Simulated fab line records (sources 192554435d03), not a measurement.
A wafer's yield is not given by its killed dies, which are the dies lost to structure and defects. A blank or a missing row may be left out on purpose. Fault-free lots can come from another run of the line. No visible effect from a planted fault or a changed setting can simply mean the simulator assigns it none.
Which tool was responsible? | flow n5 finfet | 36 wafers from 12 lots sampled at 3 of the route's 1938 steps

== WHAT THE GAUGES READ, wafer by wafer ==
N5_STI_FIN_REVEAL_CD_MEAS_22: target cd 6.238 nm, pitch 28 nm.
lot  | measured    | on        | cd nm (nm)
L075 | day 2 20:12 | cd sem-01 | 6.44 6.52 5.81
L077 | day 3 09:32 | cd sem-01 | 6.42 6.10 6.12
L079 | day 3 20:09 | cd sem-03 | 6.40 6.42 6.54
L081 | day 4 07:46 | cd sem-02 | 6.52 6.12 6.88
L083 | day 4 22:49 | cd sem-01 | 6.32 6.12 6.15
L085 | day 5 12:15 | cd sem-02 | 6.41 6.11 6.74
L087 | day 5 20:11 | cd sem-01 | 6.56 6.21 6.59
L089 | day 6 09:13 | cd sem-01 | 5.94 5.84 6.36
L091 | day 6 22:36 | cd sem-02 | 6.46 6.22 6.60
L093 | day 7 08:48 | cd sem-03 | 6.32 6.35 6.09
L095 | day 7 18:57 | cd sem-02 | 6.49 6.05 6.34
L097 | day 8 06:37 | cd sem-01 | 6.56 6.51 6.52

== WHAT TOOL EACH LOT RAN ON (gives the tool, then ch and the chambers of the sampled wafers, and finally the start) ==
lot  | N5_FIN_SAQP_ETCH_65             | N5_FIN_CUT_PRECLEAN_35
L075 | rie si-03 ch 0,1,2, day 2 06:52 | vapor etch-02 ch 0,1, day 2 10:12
L077 | rie si-03 ch 0,1,2, day 2 20:25 | vapor etch-01 ch 0, day 2 23:51
L079 | rie si-03 ch 0,2, day 3 07:46   | vapor etch-02 ch 0,1, day 3 11:01
L081 | rie si-03 ch 0,1,3, day 3 19:13 | vapor etch-02 ch 0,1, day 3 22:35
L083 | rie si-03 ch 1,2,3, day 4 08:31 | vapor etch-02 ch 0,1, day 4 12:59
L085 | rie si-04 ch 1,2, day 4 22:02   | vapor etch-01 ch 0,1, day 5 01:17
L087 | rie si-02 ch 0,2, day 5 07:22   | vapor etch-01 ch 0,1, day 5 10:22
L089 | rie si-04 ch 0,1,2, day 5 20:40 | vapor etch-01 ch 0,1, day 5 23:59
L091 | rie si-03 ch 0,2,3, day 6 08:50 | vapor etch-02 ch 0,1, day 6 13:13
L093 | rie si-02 ch 1,2, day 6 20:21   | vapor etch-01 ch 0,1, day 6 23:31
L095 | rie si-03 ch 0,1, day 7 06:03   | vapor etch-02 ch 0,1, day 7 09:58
L097 | rie si-03 ch 0,2, day 7 18:11   | vapor etch-02 ch 0,1, day 7 21:38
- N5_FIN_SAQP_ETCH_65: etches SiO2 in CF4, target depth 4 nm, time 4.4 s.
- N5_FIN_CUT_PRECLEAN_35: cleans in vHF, time 13.3 s.

== THE ANSWER, worked out from the rows above alone ==
Rule: the lots themselves supply what counts as usual. The widest of any qualifying gaps counts: lots, ordered by their means at a reading, are off when they make up no more than a third of the lots, leave a main group of 4 or more, and stand apart from it by 3 or more times the standard deviation of that group's means. If all means in a main group match to the digits the tables above print for the reading, that group is not used. A lot without any number at a reading at which 4 lots or more have one is off too. All remaining lots with rows at the step are treated as sound.
No lot is off on any of the readings shown, so nothing can be concluded from this.

== WHAT THE SIMULATOR HAD INSERTED ==
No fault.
